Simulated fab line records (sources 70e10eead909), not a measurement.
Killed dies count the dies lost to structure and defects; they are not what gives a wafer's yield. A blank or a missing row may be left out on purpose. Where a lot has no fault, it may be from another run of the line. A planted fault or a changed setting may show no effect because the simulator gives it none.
Which tool is to blame? -- flow nandHarc -- Sampling: 6 lots, 18 wafers, 5 of 1159 route steps

== WHAT THE GAUGES SHOWED, per wafer ==
NHARC_END_SORT_01.
lot,measured,on,killedAtArray
L935,day 22 03:00,prober-01,633 593 36

== TOOL THAT RAN EACH LOT (tool first, then ch and the chambers of the sampled wafers, then the start) ==
lot,NHARC_A_STAIRCASE_ETCH_25,NHARC_A_STAIRCASE_ETCH_190,NHARC_A_STAIRCASE_ETCH_194,NHARC_A_STAIRCASE_TRIM_196
L925,"rieDiel-01 ch 1,2,3, day 11 10:55 or earlier","rieDiel-04 ch 0,1,3, day 11 10:55","rieDiel-04 ch 0,2, day 11 11:35 or earlier","rieDiel-01 ch 1,2,3, day 11 11:35"
L927,"rieDiel-01 ch 0,2,3, day 11 22:40 or earlier","rieDiel-04 ch 1,3, day 11 22:40","rieDiel-04 ch 0,1,2, day 11 23:28 or earlier","rieDiel-04 ch 1,2,3, day 11 23:28"
L931,"rieDiel-01 ch 0,1, day 12 23:29 or earlier","rieDiel-01 ch 0,2, day 12 23:29","rieDiel-01 ch 1,2,3, day 13 00:11 or earlier","rieDiel-01 ch 0,1,2, day 13 00:11"
L935,"rieDiel-04 ch 0,2,3, day 14 08:22 or earlier","rieDiel-04 ch 1,3, day 14 08:22","rieDiel-04 ch 0,1,3, day 14 09:25 or earlier","rieDiel-04 ch 0,1,2, day 14 09:25"
L938,"rieDiel-01 ch 0,1, day 14 22:02 or earlier","rieDiel-01 ch 1,3, day 14 22:02","rieDiel-01 ch 0,2,3, day 14 22:46 or earlier","rieDiel-01 ch 1,3, day 14 22:46"
L941,"rieDiel-04 ch 0,1,3, day 15 14:14 or earlier","rieDiel-02 ch 0,1,2, day 15 14:14","rieDiel-02 ch 0,2,3, day 15 14:54 or earlier","rieDiel-02 ch 0,1,2, day 15 14:54"
- NHARC_A_STAIRCASE_ETCH_25: etches the open film in C4F8/O2, target depth 100 nm, time 40.5 s.
- NHARC_A_STAIRCASE_ETCH_190: etches the open film in C4F8/O2, target depth 100 nm, time 40.5 s.
- NHARC_A_STAIRCASE_ETCH_194: etches the open film in C4F8/O2, target depth 100 nm, time 40.5 s.
- NHARC_A_STAIRCASE_TRIM_196: chemistry O2, time 211.2 s.

== THE ANSWER, worked out from the rows above alone ==
Rule: usual is defined by the lots themselves. The widest of any qualifying gaps counts: lots, ordered by their means at a reading, are off when they make up no more than a third of the lots, leave a main group of 4 or more, and stand apart from it by 3 or more times the standard deviation of that group's means. Not used: any main group whose means are identical at the precision the tables above print for the reading. A lot without any number at a reading at which 4 lots or more have one is off too. All remaining lots with rows at the step are treated as sound.
No lot is off at any reading shown: from this, nothing can be told.

== WHAT WAS PUT IN BY THE SIMULATOR ==
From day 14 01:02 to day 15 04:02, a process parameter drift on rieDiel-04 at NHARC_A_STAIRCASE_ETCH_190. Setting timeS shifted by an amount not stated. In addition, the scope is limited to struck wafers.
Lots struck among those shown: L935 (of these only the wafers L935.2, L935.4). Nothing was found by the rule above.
